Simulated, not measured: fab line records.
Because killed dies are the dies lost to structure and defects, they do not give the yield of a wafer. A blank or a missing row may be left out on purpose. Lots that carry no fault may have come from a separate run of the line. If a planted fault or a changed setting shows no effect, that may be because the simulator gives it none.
Chamber matching | flow nand-harc | NHARC_A_M0_CMP_23 on cmp-03 has 4 sister chambers
The step polishes, t overpolish 20 s, target thk 113.75 nm. 8 wafers are shown with their chamber, then 10 later ones without.

== WAFERS PAIRED WITH THEIR CHAMBERS ==
wafer  | chamber | motor-current-A (A) | time-to-endpoint-s (s)
L083.2 | 1       | 13.8                | 28.3
L086.3 | 0       | 13.3                | 26.2
L086.4 | 1       | 13.4                | 29.3
L087.2 | 3       | 11.1                | 28.9
L087.3 | 2       | 12.4                | 26.0
L087.4 | 0       | 12.6                | 24.1
L089.4 | 2       | 13.0                | 24.3
L089.5 | 3       | 11.0                | 25.6

== WAFERS WITH NO CHAMBER GIVEN ==
wafer  | motor-current-A (A) | time-to-endpoint-s (s)
L089.6 | 12.5                | 24.5
L092.3 | 11.8                | 28.1
L092.4 | 13.2                | 24.9
L092.5 | 13.9                | 27.5
L093.1 | 12.5                | 29.2
L093.2 | 14.1                | 28.4
L093.3 | 12.6                | 26.2
L095.3 | 13.5                | 30.3
L095.5 | 12.5                | 25.4
L095.6 | 14.6                | 29.5

== WHICH CHAMBER EACH ONE RAN IN ==
wafer  | from the rows above               | in truth
L089.6 | can't be placed: 2 or 0           | 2
L092.3 | can't be placed: 3 or 2 or 0      | 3
L092.4 | can't be placed: 0 or 2           | 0
L092.5 | can't be placed: 1 or 0           | 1
L093.1 | can't be placed: 2 or 0 or 1 or 3 | 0
L093.2 | 1                                 | 1
L093.3 | can't be placed: 2 or 0           | 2
L095.3 | 1                                 | 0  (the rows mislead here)
L095.5 | can't be placed: 2 or 0           | 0
L095.6 | 1                                 | 1
Correctly placed: 2 of 10. Cannot be placed on the basis of these rows: 7; the candidates contain the true chamber in 7. Placed wrongly: 1.
How it was worked out, from the rows above alone: a wafer's distance from a chamber is the root of the sum, over the readings, of the square of ((its reading less the chamber's mean) divided by the reading's scatter). If the next closest chamber is less than 2 further off than the closest, the wafer can't be placed; otherwise it belongs to the closest. Each chamber's mean is taken over the wafers shown for it. The scatter is the square root of a quotient: the sum, over the shown wafers, of each reading's squared deviation from its chamber's mean, divided by wafers minus chambers.
